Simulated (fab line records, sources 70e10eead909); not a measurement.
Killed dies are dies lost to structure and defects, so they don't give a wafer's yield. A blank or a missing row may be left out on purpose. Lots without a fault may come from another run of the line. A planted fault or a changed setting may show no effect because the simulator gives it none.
Which tool did it? | flow nand_harc | 12 lots, 36 wafers sampled, at 5 steps of a route of 1159

WHAT THE GAUGES READ, wafer by wafer
NHARC_P_CONTACT_OVL_MEAS_13.
lot  | measured     | on         | overlay_x_nm (nm) | overlay_y_nm (nm)
L470 | day 5 11:19  | overlay-01 | 1.0 0.1 0.6       | 0.1 -0.1 -0.1
L471 | day 5 11:58  | overlay-01 | -0.2 -0.1 -0.3    | 0.1 -0.3 -0.1
L473 | day 6 00:50  | overlay-02 | 0.6 0.6 0.0       | 1.5 1.2 1.0
L476 | day 6 22:46  | overlay-02 | -1.6 -1.0 -1.8    | 1.6 0.9 0.8
L479 | day 7 20:18  | overlay-01 | 1.3 0.8 1.5       | -0.4 -0.5 -0.7
L480 | day 8 06:05  | overlay-02 | -1.1 -0.9 -0.5    | -0.3 -0.4 -0.2
L483 | day 8 21:04  | overlay-02 | -0.4 -0.7 -0.4    | 0.2 0.3 0.5
L485 | day 9 07:11  | overlay-02 | -0.5 -0.8 -0.9    | 0.1 0.3 0.0
L484 | day 9 07:43  | overlay-02 | -1.3 -1.7 -1.7    | 1.3 1.0 1.3
L486 | day 9 17:14  | overlay-02 | 0.6 0.8 0.9       | -1.0 -0.9 -1.8
L488 | day 10 04:20 | overlay-02 | -1.7 -1.3 -1.4    | 0.2 0.1 -0.1
L493 | day 11 06:29 | overlay-02 | 0.0 0.3 -0.2      | 0.5 1.2 0.9

NHARC_P_M0_CD_MEAS_09: target cd 90 nm.
lot  | measured     | on        | cd_nm (nm)
L470 | day 5 19:01  | cd_sem-03 | 89.9 91.0 90.2
L471 | day 5 19:38  | cd_sem-03 | 90.3 90.2 90.5
L473 | day 6 13:59  | cd_sem-02 | 90.4 90.5 90.1
L476 | day 7 04:29  | cd_sem-03 | 90.0 90.0 90.1
L479 | day 8 06:07  | cd_sem-01 | 70.9 71.0 71.0
L480 | day 8 11:58  | cd_sem-01 | 74.8 74.9 75.0
L483 | day 9 01:58  | cd_sem-03 | 90.4 89.9 90.8
L485 | day 9 16:06  | cd_sem-02 | 89.0 90.1 89.2
L484 | day 9 17:58  | cd_sem-01 | 91.0 90.8 90.4
L486 | day 10 04:58 | cd_sem-02 | 89.2 90.4 89.9
L488 | day 10 09:47 | cd_sem-02 | 90.5 90.3 90.3
L493 | day 11 11:02 | cd_sem-03 | 89.5 90.4 89.8

WHICH TOOL RAN EACH LOT (tool, then ch and the chambers of the sampled wafers, then the start)
lot  | NHARC_P_CONTACT_ETCH_36                       | NHARC_P_CONTACT_ALD_22              | NHARC_P_M0_EXPOSE_06
L470 | rie_diel-11 ch 0,3, day 5 13:15 or earlier    | ald_metal-02 ch 0,3, day 5 13:15    | arfi_scanner-01 ch 0, day 5 18:53
L471 | rie_diel-08 ch 0,2,3, day 5 13:53 or earlier  | ald_metal-04 ch 0,1,2, day 5 13:53  | arfi_scanner-01 ch 0, day 5 19:30
L473 | rie_diel-08 ch 0,2,3, day 6 02:46 or earlier  | ald_metal-01 ch 0,2,3, day 6 02:46  | arfi_scanner-02 ch 0, day 6 13:51
L476 | rie_diel-08 ch 1,2,3, day 7 00:43 or earlier  | ald_metal-02 ch 1,3, day 7 00:43    | arfi_scanner-03 ch 0, day 7 04:21
L479 | rie_diel-11 ch 2,3, day 7 22:16 or earlier    | ald_metal-02 ch 2,3, day 7 22:16    | arfi_scanner-01 ch 0, day 8 05:58
L480 | rie_diel-08 ch 1,2, day 8 08:11 or earlier    | ald_metal-02 ch 3, day 8 08:11      | arfi_scanner-01 ch 0, day 8 11:49
L483 | rie_diel-11 ch 0,1,3, day 8 23:05 or earlier  | ald_metal-04 ch 0,1,2, day 8 23:05  | arfi_scanner-03 ch 0, day 9 01:49
L485 | rie_diel-11 ch 0,3, day 9 09:08 or earlier    | ald_metal-01 ch 0,3, day 9 09:08    | arfi_scanner-03 ch 0, day 9 15:58
L484 | rie_diel-08 ch 1,2,3, day 9 09:40 or earlier  | ald_metal-02 ch 0,2, day 9 09:40    | arfi_scanner-02 ch 0, day 9 17:49
L486 | rie_diel-08 ch 1,2,3, day 9 19:11 or earlier  | ald_metal-01 ch 0,1,3, day 9 19:11  | arfi_scanner-03 ch 0, day 10 04:50
L488 | rie_diel-05 ch 0,1,2, day 10 07:29 or earlier | ald_metal-02 ch 2,3, day 10 07:29   | arfi_scanner-03 ch 0, day 10 09:39
L493 | rie_diel-11 ch 0,1,3, day 11 08:53 or earlier | ald_metal-02 ch 0,1,3, day 11 08:53 | arfi_scanner-03 ch 0, day 11 10:54
- NHARC_P_CONTACT_ETCH_36: etches the open film in N2/H2, target depth 260 nm, time 406.25 s.
- NHARC_P_CONTACT_ALD_22: deposits TiN, target thk 3 nm, pulse time 1 s, ald cycles 150.
- NHARC_P_M0_EXPOSE_06: exposes mask P M0, target cd 90 nm.

WHAT THE TOOLS THEMSELVES READ (means of the sampled wafers that have a number; where no wafer has one, the mark that the record gives instead)
NHARC_P_CONTACT_ETCH_36.
lot  | tool        | drypump_motor_current_A (A) | oes_product_au (a.u.) | rf_vpp_V (V) | showerhead_plenum_p_Torr (Torr) | throttle_valve_pct (%)
L470 | rie_diel-11 | 5.5                         | 1.005                 | 433          | 2.15                            | 14.170
L471 | rie_diel-08 | 5.2                         | 0.998                 | 429          | 1.98                            | 14.173
L473 | rie_diel-08 | 5.1                         | 0.994                 | 429          | 1.98                            | 14.165
L476 | rie_diel-08 | 5.5                         | 1.001                 | 428          | 1.99                            | 14.172
L479 | rie_diel-11 | 5.9                         | 1.003                 | 432          | 2.10                            | 14.169
L480 | rie_diel-08 | 5.6                         | 0.997                 | 430          | 2.07                            | 14.167
L483 | rie_diel-11 | 5.5                         | 1.013                 | 433          | 2.14                            | 14.179
L485 | rie_diel-11 | 5.5                         | 1.002                 | 433          | 2.15                            | 14.166
L484 | rie_diel-08 | 5.5                         | 1.007                 | 429          | 1.99                            | 14.169
L486 | rie_diel-08 | 5.5                         | 1.003                 | 429          | 1.99                            | 14.169
L488 | rie_diel-05 | 5.8                         | 0.994                 | 429          | 1.99                            | 14.166
L493 | rie_diel-11 | 5.5                         | 1.002                 | 434          | 2.14                            | 14.169

NHARC_P_CONTACT_ALD_22.
lot  | tool         | heater_power_w (W) | precursor_pulse_height_rel
L470 | ald_metal-02 | 938                | 0.998
L471 | ald_metal-04 | 1160               | 0.996
L473 | ald_metal-01 | 1123               | 1.002
L476 | ald_metal-02 | 1045               | 0.997
L479 | ald_metal-02 | 1223               | 0.996
L480 | ald_metal-02 | 938                | 0.983
L483 | ald_metal-04 | 1167               | 1.020
L485 | ald_metal-01 | 1035               | 1.018
L484 | ald_metal-02 | 1102               | 0.995
L486 | ald_metal-01 | 1051               | 1.011
L488 | ald_metal-02 | 1032               | 0.991
L493 | ald_metal-02 | 1078               | 1.014

NHARC_P_M0_EXPOSE_06.
lot  | tool            | exposure_dose_mJ_cm2
L470 | arfi_scanner-01 | 81.12
L471 | arfi_scanner-01 | 81.23
L473 | arfi_scanner-02 | 81.29
L476 | arfi_scanner-03 | 81.20
L479 | arfi_scanner-01 | 58.76
L480 | arfi_scanner-01 | 63.39
L483 | arfi_scanner-03 | 81.21
L485 | arfi_scanner-03 | 81.11
L484 | arfi_scanner-02 | 81.17
L486 | arfi_scanner-03 | 81.17
L488 | arfi_scanner-03 | 81.23
L493 | arfi_scanner-03 | 81.23

THE ANSWER, worked out from the rows above alone
Rule: what is usual is taken from the lots themselves. Put in order of their means at a reading, lots are off if they are a third of the lots or fewer, leave a main group of 4 or more, and stand apart from it by a gap of 3 or more times the standard deviation of the main group's means; of several such gaps the widest counts. A main group whose means are all the same, to the digits that the tables above print for the reading, isn't used. A lot without any number at a reading at which 4 lots or more have one is off too. The other lots that the step has rows for count as sound. The gauges are gone through in route order, then the tools' own readings, and for those a lot's mean is taken as printed above. The first step at which some lot is off is used, and at that step the reading that is off furthest; a lot without a number counts as furthest.
Off: L479, L480, at NHARC_P_M0_CD_MEAS_09 (cd_nm). The main group: mean 90.2 nm, standard deviation 0.35.
A tool fits if, at a process step before that reading, it ran every lot that is off, and no sound lot after the first of them. The gauges at NHARC_P_M0_CD_MEAS_09 aren't tried: what is off there is off at NHARC_P_M0_EXPOSE_06 too, on other tools, and a gauge's error can't cause that. NHARC_P_CONTACT_ETCH_36 gives no start for some lots, so the hours and the order of its lots are those of NHARC_P_CONTACT_ALD_22. One fits: arfi_scanner-01 at NHARC_P_M0_EXPOSE_06. Its last sound lot is L471 (day 5 19:30), its first lot that is off L479 (day 8 05:58): a fault that began between those two fits.
The tool's own readings at NHARC_P_M0_EXPOSE_06 bear it out: on the lots that are off they differ by more than 5 times the standard deviation of the sound lots' means. exposure_dose_mJ_cm2 reads 61.08 there against 81.20 on the sound lots.

WHAT THE SIMULATOR HAD PUT IN
Process parameter drift: arfi_scanner-01, from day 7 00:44 on, at NHARC_P_M0_EXPOSE_06. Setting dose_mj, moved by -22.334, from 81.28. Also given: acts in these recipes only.
Lots struck among those shown: L479, L480. The rule above found the same.
